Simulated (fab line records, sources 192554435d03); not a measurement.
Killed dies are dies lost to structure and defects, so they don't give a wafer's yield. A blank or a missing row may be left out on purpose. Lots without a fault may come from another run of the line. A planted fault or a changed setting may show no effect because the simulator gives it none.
fab line records | flow n5_finfet
record lots=5 wafers=15 last_day=19
route steps=1938 shown BEOL_M4@1099 BEOL_M5@1112 BEOL_M6@1236 PASSIVATION@1936
lots that met no fault: from a run of the same line without faults
start_h: hours from the record's first day to the start of the lot's first wafer shown | wait_h: hours since the lot's step before | " the same as in the row above | L1.1+2: a row that stands for several wafers | - no value, or no start given | * or withheld: withheld | < > ~ a bound
route shown NAME@n: a module of which the file shows steps, and the number in the route of the first | usual: mean/standard deviation of fault-free wafers | same: alike in all rows | chamber/n: place in a boat | sites: the reading at each site | _std_site: their standard deviation | _edge_site: outer sites' mean less inner sites' | radius_mm: how far each site lies from the wafer's centre | mask NAME#n: copy n | behind: the tool/chamber that last shaped the wafer | hold: why the lot was held/for how many hours/how that ended | device: the transistor (n, p or np) that didn't switch | end of line: the same wafers' tests at the end of the route | a step without rows: its recipe alone | killed: dies lost to structure and defects at the first sort, not the wafer's yield | map: a wafer's dies, x killed, . not, _ none there
set.NAME: the setting as run; set.NAME@STEP: as run at that earlier step | model.NAME: the simulator's own value behind a step, which no gauge read
lots at some steps of the route; a table a step, a row a wafer
services: from which hour (start_h, from the record's first day; less than 0 if before it) a tool's chamber was out of use, for how many hours, and why
## steps
# step N5_BEOL_M4_ANNEAL_95
# recipe temp_c=400 time_s=240 ambient=vacuum
# step N5_BEOL_M4_SPUTTER_96
# recipe material=Cu target_thk_a=45 temp_c=-20 chamber_pressure_pa=0.07 power_w=withheld time_s=8.29
# step N5_BEOL_M4_ECD_50
# recipe material=Cu target_thk_a=3000
# step N5_BEOL_M4_ANNEAL_51
# recipe temp_c=225 time_s=90 ambient=N2
# step N5_BEOL_M4_CMP_52
# recipe stop_on=SiOC t_overpolish_s=6.8 down_force_psi=1 platen_rpm=50 clearing_platen_down_force_psi=1.5 clearing_platen_rpm=50 post_cmp_clean=cu_alkaline target_thk_nm=40 clearing_platen_pad_velocity_m_s=0.99484 pad_velocity_m_s=0.99484
# step N5_BEOL_M4_PRE_CLEAN_60
# recipe gas=NH3/H2 time_s=15 temp_c=* rf_power_w=300
# step N5_BEOL_M4_CO_CAP_55
# recipe material=Co target_thk_a=20 temp_c=200 precursor=CCTBA/H2 pressure_torr=30 time_s=102.1
# step N5_BEOL_M4_PRE_CLEAN_56
# recipe gas=NH3 time_s=15 temp_c=withheld rf_power_w=300
# step N5_BEOL_M4_DEP_57
# recipe material=SiCN target_thk_a=80 temp_c=withheld precursor=3MS/NH3 pressure_torr=3 rf_w=202 time_s=14
# step N5_BEOL_M4_RC_MEAS_101
# usual DIBL_N=36.8/1.9 DIBL_P=36.5/2.1 IOFF_N=0.17/0.038 IOFF_P=0.22/0.039 ION_N=675/12 ION_P=463/7.4 SS_N=71.6/0.71 SS_P=73.4/0.72 VT_N=249/3.3 VT_P=-250/3.3
# columns lot.wafer tool chamber start_h wait_h DIBL_N[mV/V] DIBL_P[mV/V] IOFF_N[nA/um] IOFF_P[nA/um] ION_N[uA/um] ION_P[uA/um] SS_N[mV/dec] SS_P[mV/dec] VT_N[mV] VT_P[mV]
L213.2 prober-01 0 230.94 0.2 36.1 37.0 0.16 0.23 656 454 72.2 73.0 250 -247
L213.3 " 0 " " 36.2 36.3 0.17 0.23 664 460 71.8 73.9 251 -248
L213.6 " 0 " " 36.7 35.8 0.17 0.22 664 464 72.7 73.6 250 -248
L221.1 prober-02 0 292.59 0.0 39.5 39.6 0.21 0.24 702 472 72.0 74.3 246 -251
L221.3 " 0 " " 36.5 36.2 0.15 0.19 670 456 71.6 73.7 253 -252
L221.6 " 0 " " 37.9 37.8 0.16 0.21 687 465 72.2 74.1 250 -251
L222.4 prober-01 0 314.00 0.5 41.1 42.4 0.24 0.27 688 466 73.0 74.7 245 -251
L222.5 " 0 " " 38.4 38.9 0.18 0.21 679 455 71.9 74.4 247 -251
L222.6 " 0 " " 36.6 36.7 0.14 0.18 668 456 71.1 74.0 251 -257
L224.1 prober-02 0 330.21 0.0 33.8 33.3 0.12 0.16 673 464 70.2 72.9 255 -254
L224.5 " 0 " " 33.5 32.1 0.10 0.14 678 463 71.0 73.0 257 -257
L224.6 " 0 " " 33.9 32.7 0.11 0.14 672 459 70.6 73.0 252 -255
L226.1 prober-02 0 337.64 0.0 35.7 33.8 0.14 0.19 671 458 72.0 73.0 251 -251
L226.4 " 0 " " 39.4 38.3 0.20 0.26 665 459 73.5 74.1 249 -246
L226.6 " 0 " " 39.8 39.2 0.23 0.26 689 464 71.8 74.6 246 -246
# step N5_BEOL_M5_ILD_DEP_00
# recipe material=SiCOH_lowk target_thk_a=1406.4 temp_c=300 precursor=DEMS/porogen pressure_torr=5 rf_w=500 time_s=25.9
# step N5_BEOL_M5_CURE_79
# recipe temp_c=385 time_s=240 ambient=He/Ar material=SiCOH_lowk
# step N5_BEOL_M5_PECVD_70
# recipe material=SiO2 target_thk_a=160 temp_c=400 precursor=TEOS/O2 pressure_torr=5.5 rf_w=450 teos_flow_sccm=53.8 gas=O2 flow_sccm=3000 time_s=18
# step N5_BEOL_M5_HM_DEP_02
# recipe material=TiN target_thk_a=200 temp_c=25 chamber_pressure_pa=0.49996
# step N5_BEOL_M5_COAT_59
# recipe resist=SOC temp_c=250 time_s=60 spin_rpm=1500 resist_thk_nm=60
# step N5_BEOL_M5_COAT_60
# recipe resist=SiARC temp_c=220 time_s=60 spin_rpm=1500 resist_thk_nm=12
# step N5_BEOL_M5_COAT_71
# recipe resist=underlayer temp_c=205 time_s=60 spin_rpm=1500 resist_thk_nm=5
# step N5_BEOL_M5_COAT_05
# recipe resist=CAR-EUV spin_rpm=1500 resist_thk_nm=30
# step N5_BEOL_M5_EBR_07
# recipe solvent=PGMEA ebr_width_mm=1.5
# step N5_BEOL_M5_SOFTBAKE_06
# recipe temp_c=110 time_s=60 resist=CAR-EUV
# step N5_BEOL_M5_EXPOSE_08
# recipe mask_id=M5 na=0.33 source_shape=annular sigma_inner=0.4 sigma_outer=0.8 polarization=unpolarized target_cd_nm=28 dose_mj=35.75
# step N5_BEOL_M5_PEB_09
# recipe peb_temp_c=100 peb_time_s=60 resist=CAR-EUV
# step N5_BEOL_M5_DEVELOP_10
# recipe develop_time_s=30 developer=TMAH resist=CAR-EUV rinse_liquid=surfactant_rinse dry=air_spin dev_temp_c=23
# step N5_BEOL_M5_DESCUM_16
# recipe chemistry=O2 time_s=7 source_power_w=50 bias_power_w=20 pressure_mtorr=20 rf_frequency_hz=2.712e+07 temp_c=40 resist=CAR-EUV o2_flow_sccm=225
# step N5_BEOL_M5_ETCH_72
# recipe chemistry=N2/H2 target=underlayer target_depth_a=65 mask_material=CAR-EUV time_s=5.2 ion_energy_ev=200 pressure_mtorr=30 source_w=840 bias_w=150 n2_flow_sccm=200 h2_flow_sccm=200 ends=cleared
# step N5_BEOL_M5_ETCH_61
# recipe chemistry=CF4 target=SiARC target_depth_a=156 mask_material=CAR-EUV time_s=26 ion_energy_ev=80 pressure_mtorr=40 source_w=545 bias_w=36 Ar_flow_sccm=100 cf4_flow_sccm=100 ends=cleared
# step N5_BEOL_M5_ETCH_62
# recipe chemistry=N2/H2 target=SOC target_depth_a=750 overetch_a=150 mask_material=SiARC temp_c=40 time_s=112.5 ion_energy_ev=200 pressure_mtorr=30 source_w=840 bias_w=150 n2_flow_sccm=200 h2_flow_sccm=200
# step N5_BEOL_M5_STRIP_63
# recipe chemistry=N2/H2 temp_c=40 n2_flow_sccm=200 h2_flow_sccm=200 rf_frequency_hz=6e+07
# step N5_BEOL_M5_STRIP_73
# recipe chemistry=N2/H2 temp_c=40 n2_flow_sccm=200 h2_flow_sccm=200 rf_frequency_hz=6e+07
# step N5_BEOL_M5_STRIP_64
# recipe chemistry=CF4 resist=SiARC power_w=300 bias_power_w=75 pressure_mtorr=50 cf4_flow_sccm=150 rf_frequency_hz=6e+07
# step N5_BEOL_M5_HM_OPEN_17
# recipe chemistry=Cl2/BCl3 target_depth_a=200 overetch_a=60 target=TiN mask_material=SOC ion_energy_ev=150 pressure_mtorr=10 icp_w=1000 bias_w=126 Cl2_flow_sccm=53.25 bcl3_flow_sccm=21.75 Ar_flow_sccm=25
# step N5_BEOL_M5_STRIP_19
# recipe chemistry=O2 power_w=400 temp_c=40 pressure_mtorr=30 rf_frequency_hz=6e+07 bias_power_w=0 overash_fraction=0.2 o2_flow_sccm=225
# step N5_BEOL_M5_COAT_65
# recipe resist=SOC temp_c=250 time_s=60 spin_rpm=1500 resist_thk_nm=60
# step N5_BEOL_M5_COAT_66
# recipe resist=SiARC temp_c=220 time_s=60 spin_rpm=1500 resist_thk_nm=12
# step N5_BEOL_M6_VIA_ETCH_34
# recipe chemistry=C4F6/O2 target=SiCOH_lowk target_depth_a=1263 mask_material=SOC taper_deg=4 time_s=50.9 ion_energy_ev=250 pressure_mtorr=30 source_w=345 bias_w=185 Ar_flow_sccm=300 C4F6_flow_sccm=10 O2_flow_sccm=10
# usual C4F6_flow_sccm=9.993/0.029 O2_flow_sccm=10.005/0.026 drypump_motor_current_A=5.5/0.3 oes_ar_750_au=0.81/0.093 oes_o_777_au=0.81/0.098 oes_product_au=0.81/0.099 rf_vpp_V=656/11 showerhead_plenum_p_Torr=2.85/0.1 throttle_valve_pct=20.78/0.25
# columns lot.wafer tool chamber start_h wait_h C4F6_flow_sccm O2_flow_sccm drypump_motor_current_A oes_ar_750_au oes_o_777_au oes_product_au rf_hours_counter_h rf_vpp_V showerhead_plenum_p_Torr throttle_valve_pct model.SiARC_of_BEOL_M6_COAT_64.thk_nm model.SOC_of_BEOL_M6_COAT_63.thk_nm
L213.2 rie_diel-03 0 257.17 0.0 9.955 9.989 5.8 0.85 0.83 0.87 39 663 2.90 20.38 0 53.8
L213.3 " 3 " " 9.952 10.000 5.5 0.81 0.86 0.82 81 636 2.85 20.79 0 54
L213.6 " 2 " " 9.994 10.044 4.9 0.89 0.93 0.88 - 649 3.03 21.03 0 53.6
L221.1 rie_diel-03 3 313.10 0.0 - - - - - - - - - - 6.6 59.6
L221.3 " 1 " " - - - - - - - - - - 6.2 59.8
L221.6 " 3 " " - - - - - - - - - - 6.6 59.8
L222.4 rie_diel-03 1 331.74 0.0 - - - - - - - - - - 6.2 60
L222.5 " 3 " " - - - - - - - - - - 6.6 60.2
L222.6 " 0 " " - - - - - - - - - - 6.4 60
L224.1 rie_diel-03 1 348.90 0.0 - - - - - - - - - - 6.2 60
L224.5 " 1 " " - - - - - - - - - - 6.2 59.8
L224.6 " 2 " " - - - - - - - - - - 6.2 60.2
L226.1 rie_diel-01 1 360.43 0.0 9.997 10.032 5.7 0.90 0.90 0.90 26 686 3.01 20.48 0 53.8
L226.4 " 2 " " 9.994 9.999 5.8 0.70 0.68 0.69 247 657 2.70 21.10 0 54
L226.6 " 3 " " 9.956 9.952 5.3 0.79 0.80 0.79 - 645 2.73 20.67 0 53.6
# step N5_PASSIVATION_PROBE_49
# usual defect_limited_yield=91.3/1.4 killed_at_M0_to_M3=33/11 killed_at_M4_up=15/6.2 killed_at_contacts=13/6.5 killed_at_front_end=38/11 killed_at_other=3.4/2.6 killed_dies=102/17 killed_on_rim=13/4.1 killed_open=67/12 killed_short=34/7.9 sort_bin_5_function=5.1/0.88 sort_bin_6_memory=3.3/0.65 sort_n_pass=1078/17 sort_yield_pct=91.3/1.4
# same gross_dies=1180 killed_at_back_side=0 sort_bin_4_leakage[%]=0 sort_bin_8_speed[%]=0
# columns lot.wafer tool chamber start_h wait_h defect_limited_yield[%] killed_at_M0_to_M3 killed_at_M4_up killed_at_contacts killed_at_front_end killed_at_other killed_dies killed_on_rim killed_open killed_short sort_bin_5_function[%] sort_bin_6_memory[%] sort_n_pass sort_yield_pct[%]
L221.1 prober-02 - 392.52 0.0 0 33 1096 14 30 7 1180 152 71 35 96.1 3.5 0 0
L221.3 prober-02 - 392.62 0.1 0 18 1102 18 38 4 1180 152 74 28 95.9 3.9 0 0
L221.6 prober-02 - 392.77 0.3 0 11 1108 12 48 1 1180 152 61 34 96.6 3.1 0 0
L222.4 prober-02 - 420.28 0.2 0 31 1093 17 35 4 1180 152 59 42 96.0 3.7 0 0
L222.5 prober-02 - 420.33 0.2 0 21 1115 13 28 3 1180 152 54 26 97.3 2.5 0 0
L222.6 prober-02 - 420.38 0.3 0 28 1089 21 40 2 1180 152 67 38 96.0 3.3 0 0
L224.1 prober-02 - 434.76 0.7 0 21 1116 16 22 5 1180 152 52 26 97.8 1.8 0 0
L224.5 prober-02 - 434.96 0.9 0 23 1112 19 22 4 1180 152 47 24 97.3 2.4 0 0
L224.6 prober-02 - 435.01 1.0 0 25 1078 21 48 8 1180 152 80 30 95.9 3.8 0 0
# killed by level:class
L221.1 BEOL_M6:area_etch=1072 BEOL_M4:geometric_particle:open=13 MOL_CONTACT_COAG:geometric_particle:open=12 BEOL_M2:geometric_particle:open=11 GATE_CUT:geometric_particle:open=5 BEOL_M1:geometric_particle:open=5 BEOL_M4:geometric_particle:short=5 BEOL_M0_SAQP:geometric_particle:open=4
L221.3 BEOL_M6:area_etch=1077 MOL_CONTACT_COAG:geometric_particle:open=17 BEOL_M4:geometric_particle:open=15 GATE_CUT:geometric_particle:short=11 BEOL_M2:geometric_particle:open=11 GATE_CUT:geometric_particle:open=7 FIN_SAQP:geometric_particle:short=4 FIN_SAQP:geometric_particle:open=4
L221.6 BEOL_M6:area_etch=1083 BEOL_M4:geometric_particle:open=15 MOL_CONTACT_COAG:geometric_particle:open=12 STI_FIN_REVEAL:geometric_particle:open=9 FIN_SAQP:geometric_particle:short=8 BEOL_M0_SAQP:geometric_particle:short=7 GATE_CUT:geometric_particle:short=5 STARTING-WAFER:geometric_particle:short=5
L222.4 BEOL_M6:area_etch=1078 MOL_CONTACT_COAG:geometric_particle:open=16 FIN_SAQP:geometric_particle:short=13 FIN_SAQP:geometric_particle:open=10 BEOL_M3:geometric_particle:short=8 BEOL_M0_SAQP:geometric_particle:open=4 BEOL_M0_SAQP:geometric_particle:short=4 BEOL_M2:geometric_particle:open=4
L222.5 BEOL_M6:area_etch=1100 MOL_CONTACT_COAG:geometric_particle:open=13 BEOL_M4:geometric_particle:open=8 FIN_SAQP:geometric_particle:short=6 STI_FIN_REVEAL:geometric_particle:open=6 BEOL_M0_SAQP:geometric_particle:short=4 STARTING-WAFER:geometric_particle:short=4 FIN_SAQP:geometric_particle:open=3
L222.6 BEOL_M6:area_etch=1071 MOL_CONTACT_COAG:geometric_particle:open=18 FIN_SAQP:geometric_particle:short=13 BEOL_M0_SAQP:geometric_particle:short=8 FIN_SAQP:geometric_particle:open=7 BEOL_M4:geometric_particle:open=7 BEOL_M5:geometric_particle:open=6 BEOL_M0_SAQP:geometric_particle:open=5
L224.1 BEOL_M6:area_etch=1101 MOL_CONTACT_COAG:geometric_particle:open=13 BEOL_M3:geometric_particle:open=5 STI_FIN_REVEAL:geometric_particle:open=4 BEOL_M1:geometric_particle:open=4 BEOL_M1:geometric_particle:short=4 MOL_CONTACT_COAG:geometric_particle:short=3 BEOL_M0:geometric_particle:open=3
L224.5 BEOL_M6:area_etch=1105 MOL_CONTACT_COAG:geometric_particle:open=13 MOL_CONTACT_COAG:geometric_particle:short=6 BEOL_M2:geometric_particle:open=5 BEOL_M0:geometric_particle:open=4 BEOL_M0_SAQP:geometric_particle:open=4 ZERO_LAYER:coat_microbubble_printed=4 STI_FIN_REVEAL:geometric_particle:open=3
L224.6 BEOL_M6:area_etch=1069 STI_FIN_REVEAL:geometric_particle:open=18 MOL_CONTACT_COAG:geometric_particle:open=14 MOL_CONTACT_COAG:geometric_particle:short=7 BEOL_M0_SAQP:geometric_particle:open=6 DUMMY_GATE:geometric_particle:open=5 BEOL_M2:geometric_particle:open=5 STI_FIN_REVEAL:geometric_particle:short=4
# map L221.1 (x killed, . not)
_________________xxxxxxxxxxxx________________
______________xxxxxxxxxxxxxxxxxx_____________
___________xxxxxxxxxxxxxxxxxxxxxxxx__________
__________xxxxxxxxxxxxxxxxxxxxxxxxxx_________
________xxxxxxxxxxxxxxxxxxxxxxxxxxxxxx_______
_______xxxxxxxxxxxxxxxxxxxxxxxxxxxxxxxx______
______xxxxxxxxxxxxxxxxxxxxxxxxxxxxxxxxxx_____
_____xxxxxxxxxxxxxxxxxxxxxxxxxxxxxxxxxxxx____
____xxxxxxxxxxxxxxxxxxxxxxxxxxxxxxxxxxxxxx___
___xxxxxxxxxxxxxxxxxxxxxxxxxxxxxxxxxxxxxxxx__
___xxxxxxxxxxxxxxxxxxxxxxxxxxxxxxxxxxxxxxxx__
__xxxxxxxxxxxxxxxxxxxxxxxxxxxxxxxxxxxxxxxxxx_
__xxxxxxxxxxxxxxxxxxxxxxxxxxxxxxxxxxxxxxxxxx_
_xxxxxxxxxxxxxxxxxxxxxxxxxxxxxxxxxxxxxxxxxxxx
_xxxxxxxxxxxxxxxxxxxxxxxxxxxxxxxxxxxxxxxxxxxx
_xxxxxxxxxxxxxxxxxxxxxxxxxxxxxxxxxxxxxxxxxxxx
_xxxxxxxxxxxxxxxxxxxxxxxxxxxxxxxxxxxxxxxxxxxx
_xxxxxxxxxxxxxxxxxxxxxxxxxxxxxxxxxxxxxxxxxxxx
_xxxxxxxxxxxxxxxxxxxxxxxxxxxxxxxxxxxxxxxxxxxx
_xxxxxxxxxxxxxxxxxxxxxxxxxxxxxxxxxxxxxxxxxxxx
_xxxxxxxxxxxxxxxxxxxxxxxxxxxxxxxxxxxxxxxxxxxx
__xxxxxxxxxxxxxxxxxxxxxxxxxxxxxxxxxxxxxxxxxx_
__xxxxxxxxxxxxxxxxxxxxxxxxxxxxxxxxxxxxxxxxxx_
___xxxxxxxxxxxxxxxxxxxxxxxxxxxxxxxxxxxxxxxx__
___xxxxxxxxxxxxxxxxxxxxxxxxxxxxxxxxxxxxxxxx__
____xxxxxxxxxxxxxxxxxxxxxxxxxxxxxxxxxxxxxx___
_____xxxxxxxxxxxxxxxxxxxxxxxxxxxxxxxxxxxx____
______xxxxxxxxxxxxxxxxxxxxxxxxxxxxxxxxxx_____
_______xxxxxxxxxxxxxxxxxxxxxxxxxxxxxxxx______
________xxxxxxxxxxxxxxxxxxxxxxxxxxxxxx_______
__________xxxxxxxxxxxxxxxxxxxxxxxxxx_________
___________xxxxxxxxxxxxxxxxxxxxxxxx__________
______________xxxxxxxxxxxxxxxxxx_____________
_________________xxxxxxxxxxxx________________
# map L222.4 (x killed, . not)
_________________xxxxxxxxxxxx________________
______________xxxxxxxxxxxxxxxxxx_____________
___________xxxxxxxxxxxxxxxxxxxxxxxx__________
__________xxxxxxxxxxxxxxxxxxxxxxxxxx_________
________xxxxxxxxxxxxxxxxxxxxxxxxxxxxxx_______
_______xxxxxxxxxxxxxxxxxxxxxxxxxxxxxxxx______
______xxxxxxxxxxxxxxxxxxxxxxxxxxxxxxxxxx_____
_____xxxxxxxxxxxxxxxxxxxxxxxxxxxxxxxxxxxx____
____xxxxxxxxxxxxxxxxxxxxxxxxxxxxxxxxxxxxxx___
___xxxxxxxxxxxxxxxxxxxxxxxxxxxxxxxxxxxxxxxx__
___xxxxxxxxxxxxxxxxxxxxxxxxxxxxxxxxxxxxxxxx__
__xxxxxxxxxxxxxxxxxxxxxxxxxxxxxxxxxxxxxxxxxx_
__xxxxxxxxxxxxxxxxxxxxxxxxxxxxxxxxxxxxxxxxxx_
_xxxxxxxxxxxxxxxxxxxxxxxxxxxxxxxxxxxxxxxxxxxx
_xxxxxxxxxxxxxxxxxxxxxxxxxxxxxxxxxxxxxxxxxxxx
_xxxxxxxxxxxxxxxxxxxxxxxxxxxxxxxxxxxxxxxxxxxx
_xxxxxxxxxxxxxxxxxxxxxxxxxxxxxxxxxxxxxxxxxxxx
_xxxxxxxxxxxxxxxxxxxxxxxxxxxxxxxxxxxxxxxxxxxx
_xxxxxxxxxxxxxxxxxxxxxxxxxxxxxxxxxxxxxxxxxxxx
_xxxxxxxxxxxxxxxxxxxxxxxxxxxxxxxxxxxxxxxxxxxx
_xxxxxxxxxxxxxxxxxxxxxxxxxxxxxxxxxxxxxxxxxxxx
__xxxxxxxxxxxxxxxxxxxxxxxxxxxxxxxxxxxxxxxxxx_
__xxxxxxxxxxxxxxxxxxxxxxxxxxxxxxxxxxxxxxxxxx_
___xxxxxxxxxxxxxxxxxxxxxxxxxxxxxxxxxxxxxxxx__
___xxxxxxxxxxxxxxxxxxxxxxxxxxxxxxxxxxxxxxxx__
____xxxxxxxxxxxxxxxxxxxxxxxxxxxxxxxxxxxxxx___
_____xxxxxxxxxxxxxxxxxxxxxxxxxxxxxxxxxxxx____
______xxxxxxxxxxxxxxxxxxxxxxxxxxxxxxxxxx_____
_______xxxxxxxxxxxxxxxxxxxxxxxxxxxxxxxx______
________xxxxxxxxxxxxxxxxxxxxxxxxxxxxxx_______
__________xxxxxxxxxxxxxxxxxxxxxxxxxx_________
___________xxxxxxxxxxxxxxxxxxxxxxxx__________
______________xxxxxxxxxxxxxxxxxx_____________
_________________xxxxxxxxxxxx________________
## services
# columns tool chamber start_h hours kind
rie_diel-01 3 236.72 4.0 repair
rie_diel-01 1 259.55 - clean
rie_diel-01 1 259.55 - consumable_replace:focus_ring
rie_diel-01 1 259.55 - consumable_replace:showerhead
rie_diel-01 1 259.55 32.3 scheduled_down
rie_diel-01 1 259.55 32.3 vent_cycle
rie_diel-03 0 285.15 18.7 repair
rie_diel-01 0 291.88 - clean
rie_diel-01 0 291.88 - consumable_replace:focus_ring
rie_diel-01 0 291.88 17.7 scheduled_down
rie_diel-01 0 291.88 17.7 vent_cycle
rie_diel-03 2 360.21 3.0 repair
## key
first_sign step=N5_BEOL_M6_VIA_ETCH_34 reading=tool_record direction=missing
effect step=N5_PASSIVATION_PROBE_49 reading=killed_at_M4_up direction=up sigmas=99+ usual=15 struck=1101
model_effect step=N5_BEOL_M6_VIA_ETCH_34 value=SiARC_of_BEOL_M6_COAT_64.thk_nm without=0 struck=6.356
more_kills_born_at N5_BEOL_M6_VIA_ETCH_34@rie_diel-03=9756
met_at N5_BEOL_M6_VIA_ETCH_34
struck_wafers L221.1,L221.3,L221.6,L222.4,L222.5,L222.6,L224.1,L224.5,L224.6
later_rows_left_out L221.1,L221.3,L221.6,L222.4,L222.5,L222.6,L224.1,L224.5,L224.6
onset_between 257.17 313.10
fault kind=skipped_step_whole tool=rie_diel-03 chamber=- onset_h=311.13 steps=N5_BEOL_M6_VIA_ETCH_34 scope=struck_lots_only
# later_rows_left_out: the simulator's readings of these wafers behind a module that went badly wrong aren't trusted and aren't shown, but for the sort
